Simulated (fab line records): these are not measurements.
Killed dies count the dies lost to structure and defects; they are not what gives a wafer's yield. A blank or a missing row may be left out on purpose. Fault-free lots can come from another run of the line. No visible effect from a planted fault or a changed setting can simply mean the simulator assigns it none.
fab line records + flow n5_finfet
[record]
- lots = 4
- wafers = 12
- last_day = 21
route steps=1938 shown FIN_CUT@157 STI_FIN_REVEAL@183 BEOL_M4@1111 PASSIVATION@1936
lots that met no fault: taken from a fault-free run of the same line
start_h: the number of hours between the record's first day and the start of the first shown wafer of the lot + wait_h: hours from the lot's prior step to this one + " as in the row above + L1.1+2: a row that stands for several wafers + - value missing, or start not given + * or withheld: withheld + < > ~ a bound
route shown NAME@n: NAME is a module with steps in the file, n the number in the route of the first one + usual: mean/standard deviation of fault-free wafers + same: alike in all rows + chamber/n: place in a boat + sites: readings site by site + _std_site: standard deviation across them + _edge_site: inner sites' mean taken away from outer sites' mean + radius_mm: how far each site lies from the wafer's centre + mask NAME#n: copy n + behind: the most recent tool/chamber to have shaped the wafer + hold: what put the lot on hold/how long, in hours/how the hold closed + device: whichever transistor did not switch (one of n, p or np) + end of line: at the end of the route, the tests of the same wafers + a step given without rows: its recipe and nothing more + killed: the dies lost at the first sort to structure and to defects; this is not the yield of the wafer + map: the dies of a wafer, with x for killed, . for not killed, _ for no die there
set.NAME: the setting the step ran with; set.NAME@STEP: the setting that earlier step ran with + model.NAME: the simulator's own value behind a step, which no gauge read
lots at some steps of the route; a table a step, a row a wafer
services: from which hour (start_h, from the record's first day; less than 0 if before it) a tool's chamber was out of use, for how many hours, and why
[[steps]]
[step N5_FIN_CUT_COAT_02]
[recipe]
- resist = CAR-EUV
- spin_rpm = 1500
- resist_thk_nm = 30
[step N5_FIN_CUT_EBR_04]
[recipe]
- solvent = PGMEA
- ebr_width_mm = 1.5
[step N5_FIN_CUT_SOFTBAKE_03]
[recipe]
- temp_c = 110
- time_s = 60
- resist = CAR-EUV
[step N5_FIN_CUT_EXPOSE_05]
[recipe]
- mask_id = FIN_CUT
- na = 0.33
- source_shape = annular
- sigma_inner = 0.35
- sigma_outer = 0.8
- polarization = unpolarized
- dose_mj = 45.75
[step N5_FIN_CUT_PEB_06]
[recipe]
- peb_temp_c = 100
- peb_time_s = 60
- resist = CAR-EUV
[step N5_FIN_CUT_DEVELOP_07]
[recipe]
- develop_time_s = 30
- developer = TMAH
- resist = CAR-EUV
- rinse_liquid = surfactant_rinse
- dry = air_spin
- dev_temp_c = 23
[step N5_FIN_CUT_DESCUM_13]
[recipe]
- chemistry = O2
- time_s = 7
- source_power_w = 50
- bias_power_w = 20
- pressure_mtorr = 20
- rf_frequency_hz = 2.712e+07
- temp_c = 40
- resist = CAR-EUV
- o2_flow_sccm = 225
[step N5_FIN_CUT_ETCH_30]
[recipe]
- chemistry = N2/H2
- target = underlayer
- target_depth_a = 130
- mask_material = CAR-EUV
- time_s = 10.4
- ion_energy_ev = 200
- pressure_mtorr = 30
- source_w = 840
- bias_w = 150
- n2_flow_sccm = 200
- h2_flow_sccm = 200
- ends = cleared
[step N5_FIN_CUT_ETCH_20]
[recipe]
- chemistry = CF4
- target = SiARC
- target_depth_a = 260
- mask_material = CAR-EUV
- time_s = 43.3
- ion_energy_ev = 80
- pressure_mtorr = 40
- source_w = 545
- bias_w = 36
- Ar_flow_sccm = 100
- cf4_flow_sccm = 100
- ends = cleared
[step N5_FIN_CUT_ETCH_21]
[recipe]
- chemistry = N2/H2
- target = SOC
- target_depth_a = 2190
- overetch_a = 438
- mask_material = SiARC
- temp_c = 40
- ion_energy_ev = 100
- bias_w = 61
- time_s = 523.5
- pressure_mtorr = 30
- source_w = 850
- n2_flow_sccm = 200
- h2_flow_sccm = 200
[usual]
- drypump_motor_current_A = 5.7/0.37
- oes_product_au = 0.70/0.058
- rf_vpp_V = 240.5/1.5
- showerhead_plenum_p_Torr = 2.52/0.093
- throttle_valve_pct = 17.8/0.32
| lot.wafer | tool        | chamber | start_h | wait_h | drypump_motor_current_A | oes_product_au | rf_hours_counter_h | rf_vpp_V | showerhead_plenum_p_Torr | throttle_valve_pct |
|-----------|-------------|---------|---------|--------|-------------------------|----------------|--------------------|----------|--------------------------|--------------------|
| L369.2    | rie_diel-03 | 3       | 77.86   | 0.0    | 6.5                     | 0.73           | 103                | 240.8    | 2.55                     | 17.6               |
| L369.4    | "           | 1       | "       | "      | 5.9                     | 0.69           | 187                | 242.6    | 2.63                     | 17.8               |
| L369.5    | "           | 0       | "       | "      | 5.3                     | 0.64           | -                  | 240.3    | 2.50                     | 18.0               |
| L375.2    | rie_diel-03 | 3       | 110.91  | 0.0    | 6.4                     | 0.72           | 108                | 241.4    | 2.55                     | 17.6               |
| L375.3    | "           | 2       | "       | "      | 6.0                     | 0.68           | 168                | 239.5    | 2.43                     | 17.5               |
| L375.4    | "           | 0       | "       | "      | 5.2                     | 0.63           | 222                | 240.7    | 2.50                     | 18.0               |
| L380.2    | rie_diel-03 | 1       | 140.68  | 0.0    | 5.9                     | 0.67           | 199                | 242.3    | 2.63                     | 17.8               |
| L380.4    | "           | 0       | "       | "      | 5.2                     | 0.63           | 229                | 240.7    | 2.50                     | 18.1               |
| L380.5    | "           | 0       | "       | "      | 5.2                     | 0.63           | -                  | 239.8    | 2.50                     | 18.0               |
| L382.2    | rie_diel-06 | 1       | 153.79  | 0.0    | 5.7                     | 0.73           | 121                | 238.1    | 2.42                     | 18.0               |
| L382.4    | "           | 1       | "       | "      | 5.7                     | 0.72           | -                  | 238.2    | 2.42                     | 18.0               |
| L382.5    | "           | 2       | "       | "      | 5.8                     | 0.68           | -                  | 242.1    | 2.65                     | 17.4               |
[step N5_FIN_CUT_STRIP_23]
[recipe]
- chemistry = N2/H2
- temp_c = 40
- n2_flow_sccm = 200
- h2_flow_sccm = 200
- rf_frequency_hz = 6e+07
[step N5_FIN_CUT_STRIP_31]
[recipe]
- chemistry = N2/H2
- temp_c = 40
- n2_flow_sccm = 200
- h2_flow_sccm = 200
- rf_frequency_hz = 6e+07
[step N5_FIN_CUT_STRIP_24]
[recipe]
- chemistry = CF4
- resist = SiARC
- power_w = 300
- bias_power_w = 75
- pressure_mtorr = 50
- cf4_flow_sccm = 150
- rf_frequency_hz = 6e+07
[step N5_FIN_CUT_CUT_ETCH_26]
[recipe]
- chemistry = CH3F/O2
- target = SiNx
- target_depth_a = 390
- mask_material = SOC
- time_s = 55.7
- pressure_mtorr = 30
- source_w = 395
- bias_w = 73
- Ar_flow_sccm = 150
- CH3F_flow_sccm = 30
- O2_flow_sccm = 20
- ion_energy_ev = 120
[step N5_FIN_CUT_CUT_ETCH_27]
[recipe]
- chemistry = CHF3/O2
- target = SiO2
- target_depth_a = 40
- mask_material = SOC
- overetch_a = 20
- time_s = 4.9
- pressure_mtorr = 30
- source_w = 650
- bias_w = 170
- Ar_flow_sccm = 200
- CHF3_flow_sccm = 50
- O2_flow_sccm = 5
- ion_energy_ev = 200
[step N5_FIN_CUT_PRECLEAN_35]
[recipe]
- time_s = 13.3
- temp_c = 45
- pressure_torr = 125
- p_hf_torr = 3
- p_coreactant_torr = 25
- chemistry = vHF
[step N5_FIN_CUT_CUT_ETCH_15]
[recipe]
- chemistry = HBr/Cl2/O2
- target = Si
- target_depth_a = 1000
- bt_time_s = 10
- mask_material = SOC
- time_s = 42.4
- ion_energy_ev = *
- bias_w = *
- pressure_mtorr = 10
- icp_w = 800
- HBr_flow_sccm = 150
- Cl2_flow_sccm = 80
- O2_flow_sccm = 12
[step N5_FIN_CUT_CUT_ETCH_28]
[recipe]
- chemistry = HBr/Cl2/O2
- target = Si
- target_depth_a = 60
- mask_material = SOC
- time_s = 2.4
- ion_energy_ev = *
- bias_w = *
- pressure_mtorr = 10
- icp_w = 800
- HBr_flow_sccm = 150
- Cl2_flow_sccm = 80
- O2_flow_sccm = 12
[step N5_FIN_CUT_STRIP_22]
[recipe]
- chemistry = N2/H2
- power_w = 500
- temp_c = 40
- pressure_mtorr = 50
- rf_frequency_hz = 6e+07
- overash_fraction = 0.3
- bias_power_w = 8
- h2_frac = 0.5
- n2_flow_sccm = 300
- h2_flow_sccm = 300
[step N5_FIN_CUT_PRECLEAN_36]
[recipe]
- chemistry = O3/DIW
- time_s = 60
- temp_c = 22
- o3_ppm = 10
[step N5_FIN_CUT_SRD_32]
[recipe]
- dry = ipa_marangoni
- time_s = 30
- temp_c = 23
- rinse_liquid = diw
[step N5_FIN_CUT_UV_OZONE_34]
[recipe]
- time_s = 120
- pressure_torr = 760
- temp_c = 25
[step N5_FIN_CUT_INSPECT_17]
[recipe]
- inspect_instrument = brightfield
- mode = aei
[usual]
- raw_defect_count = 240/68
| lot.wafer | tool              | chamber | start_h | wait_h | raw_defect_count |
|-----------|-------------------|---------|---------|--------|------------------|
| L369.2    | defect_inspect-01 | -       | 78.68   | 0.0    | 265              |
| L369.4    | "                 | -       | "       | "      | 221              |
| L369.5    | "                 | -       | "       | "      | 178              |
| L375.2    | defect_inspect-02 | -       | 111.73  | 0.0    | 660              |
| L375.3    | "                 | -       | "       | "      | 694              |
| L375.4    | "                 | -       | "       | "      | 657              |
| L380.2    | defect_inspect-01 | -       | 141.56  | 0.0    | 781              |
| L380.4    | "                 | -       | "       | "      | 819              |
| L380.5    | "                 | -       | "       | "      | 761              |
| L382.2    | defect_inspect-02 | -       | 154.68  | 0.0    | 229              |
| L382.4    | "                 | -       | "       | "      | 301              |
| L382.5    | "                 | -       | "       | "      | 195              |
[step N5_STI_FIN_REVEAL_ALD_00]
[recipe]
- material = SiO2
- target_thk_a = 10
- temp_c = 300
- ald_precursor_family = BDEAS
- ald_co_reactant = O2-plasma
- pulse_time_s = 1
- pressure_torr = 2
[step N5_BEOL_M4_RC_MEAS_101]
[usual]
- DIBL_N = 37.7/2
- DIBL_P = 37.7/2.3
- IOFF_N = 0.18/0.039
- IOFF_P = 0.23/0.042
- ION_N = 681/12
- ION_P = 463/8
- SS_N = 71.9/0.68
- SS_P = 73.6/0.71
- VT_N = 248/3.2
- VT_P = -249/3.1
| lot.wafer | tool      | chamber | start_h | wait_h | DIBL_N[mV/V] | DIBL_P[mV/V] | IOFF_N[nA/um] | IOFF_P[nA/um] | ION_N[uA/um] | ION_P[uA/um] | SS_N[mV/dec] | SS_P[mV/dec] | VT_N[mV] | VT_P[mV] |
|-----------|-----------|---------|---------|--------|--------------|--------------|---------------|---------------|--------------|--------------|--------------|--------------|----------|----------|
| L369.2    | prober-02 | 0       | 307.14  | 0.2    | 35.6         | 37.0         | 0.15          | 0.21          | 677          | 465          | 72.3         | 73.8         | 253      | -251     |
| L369.4    | "         | 0       | "       | "      | 41.6         | 42.8         | 0.27          | 0.31          | 699          | 465          | 73.3         | 75.9         | 245      | -246     |
| L369.5    | "         | 0       | "       | "      | 37.2         | 36.3         | 0.17          | 0.19          | 672          | 456          | 71.5         | 74.2         | 251      | -253     |
| L375.2    | prober-01 | 0       | 349.89  | 0.2    | 39.1         | 40.6         | 0.21          | 0.28          | 689          | 468          | 72.1         | 74.9         | 246      | -246     |
| L375.3    | "         | 0       | "       | "      | 36.2         | 35.6         | 0.15          | 0.21          | 686          | 467          | 71.1         | 73.5         | 248      | -249     |
| L375.4    | "         | 0       | "       | "      | 36.9         | 37.4         | 0.15          | 0.23          | 677          | 470          | 71.7         | 74.0         | 251      | -250     |
| L380.2    | prober-01 | 0       | 378.01  | 0.2    | 40.0         | 39.9         | 0.21          | 0.24          | 675          | 461          | 72.4         | 74.3         | 249      | -251     |
| L380.4    | "         | 0       | "       | "      | 36.4         | 36.9         | 0.15          | 0.21          | 679          | 468          | 70.9         | 73.4         | 252      | -251     |
| L380.5    | "         | 0       | "       | "      | 35.8         | 37.0         | 0.14          | 0.20          | 662          | 462          | 71.0         | 72.8         | 253      | -250     |
| L382.2    | prober-02 | 0       | 386.03  | 0.2    | 35.5         | 34.6         | 0.14          | 0.18          | 679          | 460          | 72.0         | 73.1         | 250      | -251     |
| L382.4    | "         | 0       | "       | "      | 39.0         | 39.1         | 0.19          | 0.24          | 673          | 460          | 71.9         | 73.8         | 249      | -250     |
| L382.5    | "         | 0       | "       | "      | 34.2         | 33.2         | 0.12          | 0.16          | 670          | 461          | 70.5         | 72.4         | 250      | -251     |
[step N5_PASSIVATION_PROBE_49]
[usual]
- defect_limited_yield = 91.1/1.4
- killed_at_M0_to_M3 = 34/9.6
- killed_at_M4_up = 15/5.3
- killed_at_contacts = 12/6.1
- killed_at_front_end = 40/11
- killed_at_other = 3.5/2.8
- killed_dies = 105/17
- killed_on_rim = 14/4.3
- killed_open = 70/12
- killed_short = 34/7.7
- sort_bin_4_leakage = 0.01/0.07
- sort_bin_5_function = 5.2/0.97
- sort_bin_6_memory = 3.4/0.62
- sort_n_pass = 1075/17
- sort_yield_pct = 91.1/1.4
[same]
- gross_dies = 1180
- killed_at_back_side = 0
- sort_bin_8_speed[%] = 0
| lot.wafer | tool      | chamber | start_h | wait_h | defect_limited_yield[%] | killed_at_M0_to_M3 | killed_at_M4_up | killed_at_contacts | killed_at_front_end | killed_at_other | killed_dies | killed_on_rim | killed_open | killed_short | sort_bin_4_leakage[%] | sort_bin_5_function[%] | sort_bin_6_memory[%] | sort_n_pass | sort_yield_pct[%] |
|-----------|-----------|---------|---------|--------|-------------------------|--------------------|-----------------|--------------------|---------------------|-----------------|-------------|---------------|-------------|--------------|-----------------------|------------------------|----------------------|-------------|-------------------|
| L375.2    | prober-02 | -       | 462.19  | 0.1    | 84.2                    | 21                 | 30              | 3                  | 130                 | 2               | 186         | 23            | 68          | 24           | 0                     | 8.9                    | 4.6                  | 994         | 84.2              |
| L375.3    | prober-02 | -       | 462.24  | 0.1    | 81.6                    | 34                 | 18              | 8                  | 156                 | 1               | 217         | 26            | 83          | 26           | 0                     | 11.7                   | 4.4                  | 963         | 81.6              |
| L375.4    | prober-02 | -       | 462.29  | 0.2    | 83.9                    | 40                 | 18              | 5                  | 121                 | 6               | 190         | 34            | 64          | 43           | 0                     | 10.2                   | 3.9                  | 990         | 83.9              |
| L380.2    | prober-01 | -       | 480.39  | 0.1    | 78.6                    | 43                 | 11              | 10                 | 187                 | 2               | 253         | 27            | 65          | 46           | 0                     | 12.2                   | 5.1                  | 927         | 78.6              |
| L380.4    | prober-01 | -       | 480.49  | 0.2    | 85.8                    | 27                 | 15              | 7                  | 115                 | 3               | 167         | 22            | 53          | 34           | 0                     | 9.5                    | 2.5                  | 1013        | 85.8              |
| L380.5    | prober-01 | -       | 480.54  | 0.2    | 81.0                    | 36                 | 12              | 13                 | 159                 | 4               | 224         | 43            | 82          | 42           | 0                     | 10.6                   | 4.7                  | 956         | 81.0              |
// killed by level:class
L375.2 FIN_CUT:unspecified=85 BEOL_M4:geometric_particle:open=16 STI_FIN_REVEAL:geometric_particle:open=12 BEOL_M3:geometric_particle:open=12 FIN_SAQP:geometric_particle:short=8 HKMG_FIN:area_etch=8 FIN_SAQP:geometric_particle:open=5 BEOL_M4:geometric_particle:short=4
L375.3 FIN_CUT:unspecified=107 STI_FIN_REVEAL:geometric_particle:open=28 BEOL_M0_SAQP:geometric_particle:open=8 BEOL_M3:geometric_particle:open=8 MOL_CONTACT_COAG:geometric_particle:open=7 BEOL_M1:geometric_particle:open=7 BEOL_M0_SAQP:geometric_particle:short=6 FIN_SAQP:geometric_particle:short=4
L375.4 FIN_CUT:unspecified=83 STI_FIN_REVEAL:geometric_particle:open=18 BEOL_M4:geometric_particle:open=11 BEOL_M3:geometric_particle:open=11 BEOL_M2:geometric_particle:short=9 FIN_SAQP:geometric_particle:short=6 BEOL_M1:geometric_particle:short=6 MOL_CONTACT_COAG:geometric_particle:open=5
L380.2 FIN_CUT:unspecified=122 HKMG_FIN:area_etch=20 FIN_SAQP:geometric_particle:short=15 BEOL_M2:geometric_particle:open=11 MOL_CONTACT_COAG:geometric_particle:open=9 BEOL_M0_SAQP:geometric_particle:open=9 BEOL_M4:geometric_particle:open=8 STI_FIN_REVEAL:geometric_particle:open=6
L380.4 FIN_CUT:unspecified=79 BEOL_M2:geometric_particle:open=12 FIN_SAQP:geometric_particle:open=6 FIN_SAQP:geometric_particle:short=5 MOL_CONTACT_COAG:geometric_particle:open=5 STI_FIN_REVEAL:geometric_particle:open=4 GATE_CUT:geometric_particle:short=4 BEOL_M0_SAQP:geometric_particle:short=4
L380.5 FIN_CUT:unspecified=79 HKMG_FIN:area_etch=21 MOL_CONTACT_COAG:geometric_particle:open=13 STI_FIN_REVEAL:geometric_particle:open=12 GATE_CUT:geometric_particle:short=12 BEOL_M2:geometric_particle:open=11 FIN_SAQP:geometric_particle:open=9 FIN_SAQP:geometric_particle:short=7
// map L375.3 (x killed, . not)
_________________......x...x.________________
______________..x........x..x..._____________
___________..xx.............x.xx.x.__________
__________.......xx..........xxxxx.x_________
________.....x.....x..x...xxx.xxxxxxxx_______
_______.............x......xxxxxxxxxxxx______
______....xx...x....x......xx.xxxxxxxxxx_____
_____....x...............x.xxxxxxxxxxxxxx____
____xx....xx...............xxxxxxxxxxxxx.x___
___.xx..........x.........xxxxxxxxxxxxxxx..__
___.........x..............xxxxxxxxxxxx....__
__..............x.....x....xxxxxxxxxxx......_
__........x.........x.........x.xx.xxxx..x.._
_.....x....x...........x...x.......xxxx......
_............................x...x...........
_x.x.x.............x.....x...................
_................x...x.......................
_.........x...x..x..........x..x..x..........
_..........................................x.
_.....x........x..x...........xx.x...........
_.......x...x................................
__.....x..x......................xx........._
__.......x...x..................x..x........_
___..........x....xx.............x.........__
___.......x........xx....x.....x...........__
____.....x.........................x.x....___
_____....x............x..................____
______...........xx..........x.........._____
_______.........x......................______
________.............................x_______
__________.................x.....x.._________
___________....x..xx.........x.....__________
______________x................._____________
_________________.....x......________________
// map L380.2 (x killed, . not)
_________________x...........________________
______________.....x.......x...._____________
___________.....xx...x.........x.x.__________
__________..x.x..............xx.x..._________
________.......................x...x.x_______
_______.xxx...............xx........x..______
______..x....x........................x._____
_____..........x....x...x...x............____
____.........x.............x.xx.......x...___
___.....xx...............xxxxxxxxx..x......__
___.....xx................xxxxxxxxx........__
__...........x.....x....xxxxxxxxxxxx....x..._
__.x.x....x.......x....x.xxxxxxxxxxxxxx..x.._
_.....xx.........x.....x.xxxxxxxxxxxxx..x.x..
_.....................x.xxxxxxxxxxxx.xx......
_......................xxxxxxxxxxxxxx.x......
_................x.xx..x.xxxxxxxxxxxx.....x..
_.x....................xxxxxxxxxxxxxxx.......
_............x..............xxxxx.x.x...x.x.x
_xx..x..x............x....xx..xxx.xx.xx......
_.....x.........x.........x......xx......x..x
__xx......x...x...............x......x.....x_
__...x.x..........x.......x..........x......_
___...............x.....................x.x__
___xx...x.................x..x...........x.__
____......x....x..........................___
_____x...........................x.......____
______............x..x................x._____
_______.x.............x................______
________....x.x...x..................._______
__________x......x............x.x..._________
___________.xxx.xxx................__________
______________..x.............x._____________
_________________.xx.........________________
[[services]]
| tool        | chamber | start_h | hours | kind                          |
|-------------|---------|---------|-------|-------------------------------|
| rie_diel-06 | -       | 82.88   | 0.7   | repair                        |
| rie_diel-03 | 2       | 118.77  | 6.3   | repair                        |
| rie_diel-06 | 0       | 152.53  | -     | clean                         |
| rie_diel-06 | 0       | 152.53  | -     | consumable_replace:focus_ring |
| rie_diel-06 | 0       | 152.53  | 21.1  | scheduled_down                |
| rie_diel-06 | 0       | 152.53  | 21.1  | vent_cycle                    |
[[key]]
[first_sign]
- step = N5_FIN_CUT_INSPECT_17
- reading = raw_defect_count
- direction = up
- sigmas = 7.2
- usual = 240
- struck = 729
[effect]
- step = N5_PASSIVATION_PROBE_49
- reading = killed_at_front_end
- direction = up
- sigmas = 9.7
- usual = 40
- struck = 145
[more_kills_born_at]
- N5_FIN_CUT_ETCH_21@rie_diel-03 = 555
met_at N5_FIN_CUT_ETCH_21
struck_wafers L375.2,L375.3,L375.4,L380.2,L380.4,L380.5
[baseline_loss]
- step = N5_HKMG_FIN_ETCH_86
- wafers = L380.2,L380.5
onset_between 77.86 110.91
[fault]
- kind = chamber_particle_source
- tool = rie_diel-03
- chamber = -
- onset_h = 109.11
- steps = N5_FIN_CUT_ETCH_21
- rate_per_visit_cm2 = 0.7848
- end_h = 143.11
// baseline_loss: these wafers lose ten dies or more at that step, a loss of the line's own and not of a fault; the sort's usual values leave them out
